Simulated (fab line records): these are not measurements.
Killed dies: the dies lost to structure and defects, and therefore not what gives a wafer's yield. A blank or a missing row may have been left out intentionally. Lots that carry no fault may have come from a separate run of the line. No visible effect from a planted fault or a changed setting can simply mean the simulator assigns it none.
Which of the tools did it? :: flow n5-finfet :: Sampling: 9 lots, 27 wafers, 6 of 1938 route steps

## WHAT THE GAUGES READ, wafer by wafer
N5_BEOL_M4_RC_MEAS_101. Usual: DIBL_N 36.5 mV/V, standard deviation 1.4; DIBL_P 36.5 mV/V, standard deviation 1.6; IOFF_N 0.163 nA/um, standard deviation 0.022; IOFF_P 0.219 nA/um, standard deviation 0.029; ION_N 675 uA/um, standard deviation 8.3; ION_P 464 uA/um, standard deviation 6.2; SS_N 71.5 mV/dec, standard deviation 0.52; SS_P 73.4 mV/dec, standard deviation 0.57; VT_N 249.7 mV, standard deviation 2.6; VT_P -250 mV, standard deviation 3.
lot: L688
measured: day 9 16:14
on: prober-02
DIBL_N (mV/V): 33.4 35.9 33.5
DIBL_P (mV/V): 33.0 36.4 33.4
IOFF_N (nA/um): 0.120 0.169 0.123
IOFF_P (nA/um): 0.162 0.212 0.164
ION_N (uA/um): 675 688 666
ION_P (uA/um): 459 473 457
SS_N (mV/dec): 71.2 72.3 71.3
SS_P (mV/dec): 72.3 73.6 72.5
VT_N (mV): 252.0 247.8 251.7
VT_P (mV): -251 -249 -254
flag: 

lot: L686
measured: day 9 19:38
on: prober-02
DIBL_N (mV/V): 38.0 37.2 37.7
DIBL_P (mV/V): 38.5 37.4 38.7
IOFF_N (nA/um): 0.187 0.190 0.194
IOFF_P (nA/um): 0.234 0.208 0.236
ION_N (uA/um): 682 691 687
ION_P (uA/um): 462 466 461
SS_N (mV/dec): 72.1 72.5 72.0
SS_P (mV/dec): 74.0 72.4 73.9
VT_N (mV): 247.6 245.4 246.8
VT_P (mV): -249 -251 -251
flag: 

lot: L693
measured: day 10 15:59
on: prober-02
DIBL_N (mV/V): 35.2 36.1 38.4
DIBL_P (mV/V): 36.0 36.6 39.9
IOFF_N (nA/um): 0.148 0.172 0.212
IOFF_P (nA/um): 0.232 0.246 0.302
ION_N (uA/um): 675 668 682
ION_P (uA/um): 468 468 472
SS_N (mV/dec): 70.5 71.4 71.5
SS_P (mV/dec): 72.0 72.3 73.9
VT_N (mV): 250.1 247.9 244.5
VT_P (mV): -248 -247 -244
flag: 

lot: L695
measured: day 11 06:36
on: prober-01
DIBL_N (mV/V): 34.8 35.3 36.8
DIBL_P (mV/V): 35.5 36.7 38.5
IOFF_N (nA/um): 0.147 0.165 0.186
IOFF_P (nA/um): 0.234 0.258 0.295
ION_N (uA/um): 664 683 668
ION_P (uA/um): 466 474 473
SS_N (mV/dec): 71.8 72.0 73.2
SS_P (mV/dec): 73.1 73.3 73.8
VT_N (mV): 249.3 247.6 245.2
VT_P (mV): -247 -245 -242
flag: 

lot: L701
measured: day 12 21:46
on: prober-02
DIBL_N (mV/V): 37.2 37.7 38.3
DIBL_P (mV/V): 37.0 38.1 38.3
IOFF_N (nA/um): 0.176 0.195 0.203
IOFF_P (nA/um): 0.219 0.232 0.244
ION_N (uA/um): 682 694 682
ION_P (uA/um): 461 469 465
SS_N (mV/dec): 71.7 71.5 71.7
SS_P (mV/dec): 73.5 73.2 73.7
VT_N (mV): 249.3 247.1 246.3
VT_P (mV): -250 -251 -250
flag: 

lot: L702
measured: day 13 02:41
on: prober-02
DIBL_N (mV/V): 38.5 38.7 38.1
DIBL_P (mV/V): 38.0 37.9 37.6
IOFF_N (nA/um): 0.175 0.184 0.174
IOFF_P (nA/um): 0.240 0.244 0.248
ION_N (uA/um): 681 666 685
ION_P (uA/um): 464 460 471
SS_N (mV/dec): 71.3 71.4 71.4
SS_P (mV/dec): 74.3 74.3 74.0
VT_N (mV): 250.5 248.6 247.6
VT_P (mV): -247 -248 -247
flag: 

lot: L703
measured: day 13 10:22
on: prober-01
DIBL_N (mV/V): 35.9 34.6 36.0
DIBL_P (mV/V): 37.2 35.2 37.6
IOFF_N (nA/um): 0.158 0.136 0.166
IOFF_P (nA/um): 0.203 0.166 0.203
ION_N (uA/um): 675 668 682
ION_P (uA/um): 467 458 463
SS_N (mV/dec): 71.4 70.9 71.8
SS_P (mV/dec): 73.2 73.3 73.5
VT_N (mV): 251.6 251.9 249.8
VT_P (mV): -253 -258 -252
flag: 

lot: L704
measured: day 13 22:22
on: prober-02
DIBL_N (mV/V): 35.7 33.3 35.0
DIBL_P (mV/V): 37.9 34.6 36.6
IOFF_N (nA/um): 0.170 0.127 0.151
IOFF_P (nA/um): 0.230 0.184 0.217
ION_N (uA/um): 681 675 675
ION_P (uA/um): 472 467 465
SS_N (mV/dec): 72.5 71.0 71.1
SS_P (mV/dec): 73.4 72.6 73.3
VT_N (mV): 250.1 252.1 250.0
VT_P (mV): -248 -251 -249
flag: 

lot: L705
measured: day 14 04:43
on: prober-02
DIBL_N (mV/V): 36.6 37.2 34.9
DIBL_P (mV/V): 35.7 36.7 33.8
IOFF_N (nA/um): 0.149 0.164 0.132
IOFF_P (nA/um): 0.218 0.243 0.196
ION_N (uA/um): 661 665 667
ION_P (uA/um): 460 458 467
SS_N (mV/dec): 71.8 72.8 71.7
SS_P (mV/dec): 73.4 73.9 72.7
VT_N (mV): 251.6 250.0 254.0
VT_P (mV): -250 -248 -251
flag: 

N5_BEOL_M7_INSPECT_58: inspects for defects (darkfield). Usual: raw-defect-count 72, standard deviation 24.
lot: L688
measured: day 10 22:47
on: defect-inspect-01
raw-defect-count: 60 57 35
flag: 

lot: L686
measured: day 10 23:02
on: defect-inspect-01
raw-defect-count: 71 74 134
flag: 

lot: L693
measured: day 11 22:18
on: defect-inspect-01
raw-defect-count: 50 71 60
flag: 

lot: L695
measured: day 12 10:32
on: defect-inspect-01
raw-defect-count: 60 90 67
flag: 

lot: L701
measured: day 14 04:55
on: defect-inspect-02
raw-defect-count: 97 101 62
flag: 

lot: L702
measured: day 14 12:20
on: defect-inspect-02
raw-defect-count: 45 63 65
flag: 

lot: L703
measured: day 14 21:46
on: defect-inspect-01
raw-defect-count: 76 85 59
flag: 

lot: L704
measured: day 15 02:41
on: defect-inspect-01
raw-defect-count: 90 63 145
flag: 

lot: L705
measured: day 15 10:15
on: defect-inspect-01
raw-defect-count: 70 47 79
flag: 

## EACH LOT AND THE TOOL THAT RAN IT (in order: tool; ch and the chambers of the sampled wafers; start)
lot: L688
N5_BEOL_M7_TRENCH_ETCH_37: rie-diel-04 ch 0,1,2, day 10 21:41 or earlier
N5_BEOL_M7_STRIP_80: rie-diel-04 ch 0,1,2, day 10 21:41 or earlier
N5_BEOL_M7_SPUTTER_48: pvd-sputter-01, day 10 21:41
N5_BEOL_M7_CMP_52: cmp-02 ch 1,2,3, day 10 22:22

lot: L686
N5_BEOL_M7_TRENCH_ETCH_37: rie-diel-04 ch 1,2,3, day 10 21:51 or earlier
N5_BEOL_M7_STRIP_80: rie-diel-04 ch 1,2,3, day 10 21:51 or earlier
N5_BEOL_M7_SPUTTER_48: pvd-sputter-01, day 10 21:51
N5_BEOL_M7_CMP_52: cmp-03 ch 0,1, day 10 22:35

lot: L693
N5_BEOL_M7_TRENCH_ETCH_37: rie-diel-04 ch 1,2,3, day 11 21:14 or earlier
N5_BEOL_M7_STRIP_80: rie-diel-04 ch 1,2,3, day 11 21:14 or earlier
N5_BEOL_M7_SPUTTER_48: pvd-sputter-02, day 11 21:14
N5_BEOL_M7_CMP_52: cmp-02 ch 0,1,2, day 11 21:50

lot: L695
N5_BEOL_M7_TRENCH_ETCH_37: rie-diel-06 ch 1,2,3, day 12 09:27 or earlier
N5_BEOL_M7_STRIP_80: rie-diel-06 ch 1,2,3, day 12 09:27 or earlier
N5_BEOL_M7_SPUTTER_48: pvd-sputter-03, day 12 09:27
N5_BEOL_M7_CMP_52: cmp-01 ch 0,1,3, day 12 10:05

lot: L701
N5_BEOL_M7_TRENCH_ETCH_37: rie-diel-06 ch 0,2,3, day 14 03:57 or earlier
N5_BEOL_M7_STRIP_80: rie-diel-06 ch 0,2,3, day 14 03:57 or earlier
N5_BEOL_M7_SPUTTER_48: pvd-sputter-03, day 14 03:57
N5_BEOL_M7_CMP_52: cmp-02 ch 0,2,3, day 14 04:28

lot: L702
N5_BEOL_M7_TRENCH_ETCH_37: rie-diel-04 ch 0,3, day 14 11:10 or earlier
N5_BEOL_M7_STRIP_80: rie-diel-04 ch 0,3, day 14 11:10 or earlier
N5_BEOL_M7_SPUTTER_48: pvd-sputter-03, day 14 11:10
N5_BEOL_M7_CMP_52: cmp-03 ch 1,2, day 14 11:53

lot: L703
N5_BEOL_M7_TRENCH_ETCH_37: rie-diel-06 ch 0,3, day 14 20:04 or earlier
N5_BEOL_M7_STRIP_80: rie-diel-06 ch 0,3, day 14 20:04 or earlier
N5_BEOL_M7_SPUTTER_48: pvd-sputter-02, day 14 20:04
N5_BEOL_M7_CMP_52: cmp-03 ch 0,1, day 14 21:22

lot: L704
N5_BEOL_M7_TRENCH_ETCH_37: rie-diel-04 ch 0,2,3, day 15 01:31 or earlier
N5_BEOL_M7_STRIP_80: rie-diel-04 ch 0,2,3, day 15 01:31 or earlier
N5_BEOL_M7_SPUTTER_48: pvd-sputter-01, day 15 01:31
N5_BEOL_M7_CMP_52: cmp-02 ch 1,2,3, day 15 02:14

lot: L705
N5_BEOL_M7_TRENCH_ETCH_37: rie-diel-06 ch 0,1,3, day 15 09:01 or earlier
N5_BEOL_M7_STRIP_80: rie-diel-06 ch 0,1,3, day 15 09:01 or earlier
N5_BEOL_M7_SPUTTER_48: pvd-sputter-03, day 15 09:01
N5_BEOL_M7_CMP_52: cmp-03 ch 0,2,3, day 15 09:48
- N5_BEOL_M7_TRENCH_ETCH_37: etches SiCOH lowk in C4F6/O2, target depth 93.478 nm, time 31.2 s.
- N5_BEOL_M7_STRIP_80: strips in N2/H2, time 10 s.
- N5_BEOL_M7_SPUTTER_48: material Cu, target thk 10 nm, time 1.667 s.
- N5_BEOL_M7_CMP_52: polishes, stops on SiCOH lowk, t overpolish 6.9 s, target thk 80 nm.

## WHAT THE TOOLS THEMSELVES READ (means of the sampled wafers that have a number; where no wafer has one, the mark that the record gives instead)
N5_BEOL_M7_TRENCH_ETCH_37. Usual: drypump-motor-current-A 5.7 A, standard deviation 0.33; oes_o_777_au 0.81 a.u., standard deviation 0.081; oes-product-au 0.80 a.u., standard deviation 0.086; rf-vpp-V 665 V, standard deviation 8.3; showerhead-plenum-p-Torr 2.85 Torr, standard deviation 0.063; throttle-valve-pct 20.91 %, standard deviation 0.29.
lot: L688
tool: rie-diel-04
drypump-motor-current-A (A): 5.8
oes_o_777_au (a.u.): 0.80
oes-product-au (a.u.): 0.79
rf-vpp-V (V): 659
showerhead-plenum-p-Torr (Torr): 2.82
throttle-valve-pct (%): 20.99
flag: 

lot: L686
tool: rie-diel-04
drypump-motor-current-A (A): 5.5
oes_o_777_au (a.u.): 0.76
oes-product-au (a.u.): 0.75
rf-vpp-V (V): 661
showerhead-plenum-p-Torr (Torr): 2.84
throttle-valve-pct (%): 20.94
flag: 

lot: L693
tool: rie-diel-04
drypump-motor-current-A (A): 5.6
oes_o_777_au (a.u.): 0.75
oes-product-au (a.u.): 0.74
rf-vpp-V (V): 661
showerhead-plenum-p-Torr (Torr): 2.84
throttle-valve-pct (%): 20.95
flag: 

lot: L695
tool: rie-diel-06
drypump-motor-current-A (A): 5.6
oes_o_777_au (a.u.): 0.79
oes-product-au (a.u.): 0.78
rf-vpp-V (V): 670
showerhead-plenum-p-Torr (Torr): 2.85
throttle-valve-pct (%): 21.01
flag: 

lot: L701
tool: rie-diel-06
drypump-motor-current-A (A): 5.6
oes_o_777_au (a.u.): 0.85
oes-product-au (a.u.): 0.84
rf-vpp-V (V): 668
showerhead-plenum-p-Torr (Torr): 2.87
throttle-valve-pct (%): 20.74
flag: 

lot: L702
tool: rie-diel-04
drypump-motor-current-A (A): 6.0
oes_o_777_au (a.u.): 0.82
oes-product-au (a.u.): 0.82
rf-vpp-V (V): 664
showerhead-plenum-p-Torr (Torr): 2.80
throttle-valve-pct (%): 21.02
flag: 

lot: L703
tool: rie-diel-06
drypump-motor-current-A (A): 5.8
oes_o_777_au (a.u.): 0.86
oes-product-au (a.u.): 0.86
rf-vpp-V (V): 661
showerhead-plenum-p-Torr (Torr): 2.89
throttle-valve-pct (%): 20.53
flag: 

lot: L704
tool: rie-diel-04
drypump-motor-current-A (A): 5.8
oes_o_777_au (a.u.): 0.79
oes-product-au (a.u.): 0.79
rf-vpp-V (V): 663
showerhead-plenum-p-Torr (Torr): 2.78
throttle-valve-pct (%): 21.00
flag: 

lot: L705
tool: rie-diel-06
drypump-motor-current-A (A): 5.8
oes_o_777_au (a.u.): 0.89
oes-product-au (a.u.): 0.89
rf-vpp-V (V): 669
showerhead-plenum-p-Torr (Torr): 2.86
throttle-valve-pct (%): 20.76
flag: 

N5_BEOL_M7_STRIP_80. Usual: bias-power-w 7.000 W, standard deviation 0.022; drypump-motor-current-A 5.7 A, standard deviation 0.33; oes-product-au 0.80 a.u., standard deviation 0.086; rf-vpp-V 59.2 V, standard deviation 0.78; showerhead-plenum-p-Torr 2.54 Torr, standard deviation 0.059; throttle-valve-pct 23.7 %, standard deviation 0.32.
lot: L688
tool: rie-diel-04
bias-power-w (W): 7.009
drypump-motor-current-A (A): 5.8
oes-product-au (a.u.): 0.80
rf-vpp-V (V): 58.3
showerhead-plenum-p-Torr (Torr): 2.52
throttle-valve-pct (%): 23.9
flag: 

lot: L686
tool: rie-diel-04
bias-power-w (W): 7.005
drypump-motor-current-A (A): 5.5
oes-product-au (a.u.): 0.74
rf-vpp-V (V): 59.2
showerhead-plenum-p-Torr (Torr): 2.53
throttle-valve-pct (%): 23.8
flag: 

lot: L693
tool: rie-diel-04
bias-power-w (W): 6.990
drypump-motor-current-A (A): 5.6
oes-product-au (a.u.): 0.74
rf-vpp-V (V): 59.1
showerhead-plenum-p-Torr (Torr): 2.53
throttle-valve-pct (%): 23.8
flag: 

lot: L695
tool: rie-diel-06
bias-power-w (W): 6.996
drypump-motor-current-A (A): 5.6
oes-product-au (a.u.): 0.78
rf-vpp-V (V): 59.0
showerhead-plenum-p-Torr (Torr): 2.55
throttle-valve-pct (%): 23.8
flag: 

lot: L701
tool: rie-diel-06
bias-power-w (W): 7.007
drypump-motor-current-A (A): 5.6
oes-product-au (a.u.): 0.83
rf-vpp-V (V): 59.3
showerhead-plenum-p-Torr (Torr): 2.58
throttle-valve-pct (%): 23.5
flag: 

lot: L702
tool: rie-diel-04
bias-power-w (W): 7.006
drypump-motor-current-A (A): 6.0
oes-product-au (a.u.): 0.83
rf-vpp-V (V): 59.8
showerhead-plenum-p-Torr (Torr): 2.50
throttle-valve-pct (%): 23.8
flag: 

lot: L703
tool: rie-diel-06
bias-power-w (W): 6.996
drypump-motor-current-A (A): 5.8
oes-product-au (a.u.): 0.85
rf-vpp-V (V): 59.0
showerhead-plenum-p-Torr (Torr): 2.58
throttle-valve-pct (%): 23.3
flag: 

lot: L704
tool: rie-diel-04
bias-power-w (W): 7.008
drypump-motor-current-A (A): 5.8
oes-product-au (a.u.): 0.79
rf-vpp-V (V): 58.9
showerhead-plenum-p-Torr (Torr): 2.48
throttle-valve-pct (%): 23.9
flag: 

lot: L705
tool: rie-diel-06
bias-power-w (W): 6.977
drypump-motor-current-A (A): 5.8
oes-product-au (a.u.): 0.89
rf-vpp-V (V): 59.7
showerhead-plenum-p-Torr (Torr): 2.55
throttle-valve-pct (%): 23.5
flag: 

N5_BEOL_M7_SPUTTER_48. Usual: bias-v 60.0 V, standard deviation 0.63; cathode-dc-power-W 26000 W, standard deviation 4.7; throttle-valve-pct 30.4 %, standard deviation 0.45.
lot: L688
tool: pvd-sputter-01
bias-v (V): 59.3
cathode-dc-power-W (W): 26002
throttle-valve-pct (%): 30.5
flag: 

lot: L686
tool: pvd-sputter-01
bias-v (V): 60.2
cathode-dc-power-W (W): 26002
throttle-valve-pct (%): 30.6
flag: 

lot: L693
tool: pvd-sputter-02
bias-v (V): 60.7
cathode-dc-power-W (W): 26002
throttle-valve-pct (%): 30.6
flag: 

lot: L695
tool: pvd-sputter-03
bias-v (V): 60.5
cathode-dc-power-W (W): 25999
throttle-valve-pct (%): 30.0
flag: 

lot: L701
tool: pvd-sputter-03
bias-v (V): -
cathode-dc-power-W (W): -
throttle-valve-pct (%): -
flag: OFF

lot: L702
tool: pvd-sputter-03
bias-v (V): -
cathode-dc-power-W (W): -
throttle-valve-pct (%): -
flag: OFF

lot: L703
tool: pvd-sputter-02
bias-v (V): 59.6
cathode-dc-power-W (W): 25998
throttle-valve-pct (%): 30.7
flag: 

lot: L704
tool: pvd-sputter-01
bias-v (V): 60.0
cathode-dc-power-W (W): 25998
throttle-valve-pct (%): 30.0
flag: 

lot: L705
tool: pvd-sputter-03
bias-v (V): 60.4
cathode-dc-power-W (W): 26001
throttle-valve-pct (%): 30.3
flag: 

N5_BEOL_M7_CMP_52. Usual: motor-current-A 5.9 A, standard deviation 0.69; slurry-filter-dp-kPa 13.51 kPa, standard deviation 0.14; time-to-endpoint-s 63.3 s, standard deviation 2.2.
lot: L688
tool: cmp-02
motor-current-A (A): 5.7
slurry-filter-dp-kPa (kPa): 13.47
time-to-endpoint-s (s): 65.5
flag: 

lot: L686
tool: cmp-03
motor-current-A (A): 5.9
slurry-filter-dp-kPa (kPa): 13.59
time-to-endpoint-s (s): 62.3
flag: 

lot: L693
tool: cmp-02
motor-current-A (A): 5.5
slurry-filter-dp-kPa (kPa): 13.60
time-to-endpoint-s (s): 61.0
flag: 

lot: L695
tool: cmp-01
motor-current-A (A): 5.6
slurry-filter-dp-kPa (kPa): 13.50
time-to-endpoint-s (s): 61.2
flag: 

lot: L701
tool: cmp-02
motor-current-A (A): 5.5
slurry-filter-dp-kPa (kPa): 13.38
time-to-endpoint-s (s): 2.3
flag: OFF

lot: L702
tool: cmp-03
motor-current-A (A): 5.8
slurry-filter-dp-kPa (kPa): 13.60
time-to-endpoint-s (s): 2.1
flag: OFF

lot: L703
tool: cmp-03
motor-current-A (A): 5.6
slurry-filter-dp-kPa (kPa): 13.49
time-to-endpoint-s (s): 65.5
flag: 

lot: L704
tool: cmp-02
motor-current-A (A): 5.9
slurry-filter-dp-kPa (kPa): 13.51
time-to-endpoint-s (s): 64.8
flag: 

lot: L705
tool: cmp-03
motor-current-A (A): 7.0
slurry-filter-dp-kPa (kPa): 13.36
time-to-endpoint-s (s): 66.8
flag: 

## THE ANSWER, worked out from the rows above alone
Rule: lot off if the mean of its wafers having a number is beyond 3 standard deviations from the usual mean. Also off: a lot with no number at a reading for which 4 or more lots have one. All remaining lots with rows at the step are treated as sound. After the gauges, taken in route order, come the tools' own readings; for these a lot's mean is taken, as printed above. The first step at which some lot is off is used, and at that step the reading that is off furthest; a lot without a number counts as furthest.
Off: L701, L702 (N5_BEOL_M7_SPUTTER_48, bias-v). Without a number there: L701, L702.
If a tool, at that step or one of the process steps before it, ran each lot that is off and ran no sound lot following the first of them, it fits. Because N5_BEOL_M7_TRENCH_ETCH_37 lacks a start for some lots, the hours and order of its lots are taken from N5_BEOL_M7_SPUTTER_48. Because N5_BEOL_M7_STRIP_80 lacks a start for some lots, the hours and order of its lots are taken from N5_BEOL_M7_SPUTTER_48. Not one of the candidates tried fits.

## WHAT WAS PUT IN BY THE SIMULATOR
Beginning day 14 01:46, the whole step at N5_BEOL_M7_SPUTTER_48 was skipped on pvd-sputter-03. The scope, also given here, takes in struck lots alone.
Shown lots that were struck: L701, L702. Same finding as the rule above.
